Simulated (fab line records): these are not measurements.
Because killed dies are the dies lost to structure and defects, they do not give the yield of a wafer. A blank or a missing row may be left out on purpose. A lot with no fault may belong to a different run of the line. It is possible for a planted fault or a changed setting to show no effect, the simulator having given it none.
Chamber matching -- flow nand-harc -- NHARC_A_CHANNEL_FILL_D2_CMP_10 on cmp-04: 4 sister chambers
The step polishes, target thk 150 nm. 18 wafers are shown with their chamber, then 9 later ones without.

WAFERS PAIRED WITH THEIR CHAMBERS
wafer,chamber,retaining-ring-pressure-frac,motor-current-A (A),time-to-endpoint-s (s)
L075.1,1,1.003,11.7,15.2
L075.2,3,0.993,11.1,13.2
L075.4,2,0.999,12.4,14.1
L076.1,1,1.004,11.2,15.0
L076.2,2,0.995,11.7,13.2
L076.6,1,1.007,10.5,15.8
L080.4,0,1.000,11.4,16.4
L080.5,3,1.003,11.9,16.5
L080.6,0,1.001,12.0,17.0
L083.1,2,0.992,11.6,18.1
L083.3,3,1.001,11.8,16.6
L083.5,3,0.998,11.6,19.4
L085.2,2,1.002,11.8,15.2
L085.3,1,1.002,10.9,14.4
L085.6,0,1.001,12.0,15.2
L086.1,2,0.992,12.1,13.9
L086.5,0,1.004,12.4,16.0
L086.6,1,1.008,10.9,14.8

SIGNATURES (means of the wafers above)
reading,chamber 0,chamber 1,chamber 2,chamber 3,scatter within a chamber
retaining-ring-pressure-frac,1.00150,1.00480,0.99600,0.99875,0.00349
motor-current-A,11.950,11.040,11.920,11.600,0.388
time-to-endpoint-s,16.150,15.040,14.900,16.425,1.62
Rule: for each reading, subtract the chamber's mean from the wafer's reading, divide by that reading's scatter and square the result; add these up over the readings and take the root, which gives the wafer's distance from the chamber. The wafer belongs to the nearest chamber; if the next one is less than 2 further off, it can't be placed. How the scatter is found: for the shown wafers, subtract from each reading the mean of its chamber, square and add these, divide the total by (wafers less chambers), then take the root.

WAFERS MISSING THEIR CHAMBER
wafer,retaining-ring-pressure-frac,motor-current-A (A),time-to-endpoint-s (s)
L091.3,1.000,11.6,17.7
L091.5,1.004,11.6,14.7
L091.6,1.002,11.6,18.7
L092.2,1.001,11.7,14.5
L092.4,1.003,11.5,15.7
L092.5,1.000,10.8,14.3
L097.2,1.006,11.4,14.4
L097.3,1.001,11.8,13.5
L097.6,0.998,11.3,13.5

THE CHAMBER EACH PASSED THROUGH
wafer,from the rows above,in truth
L091.3,can't be placed: 3 or 0 or 2 or 1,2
L091.5,can't be placed: 0 or 1 or 3 or 2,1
L091.6,can't be placed: 3 or 0 or 1 or 2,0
L092.2,can't be placed: 0 or 3 or 2 or 1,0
L092.4,can't be placed: 0 or 3 or 1 or 2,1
L092.5,can't be placed: 1 or 3 or 2 or 0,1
L097.2,can't be placed: 1 or 0 or 3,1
L097.3,can't be placed: 0 or 2 or 3 or 1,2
L097.6,can't be placed: 2 or 3 or 1 or 0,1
0 of 9 placed correctly. Cannot be placed on the basis of these rows: 9; the candidates contain the true chamber in 9. Wrongly placed: 0.
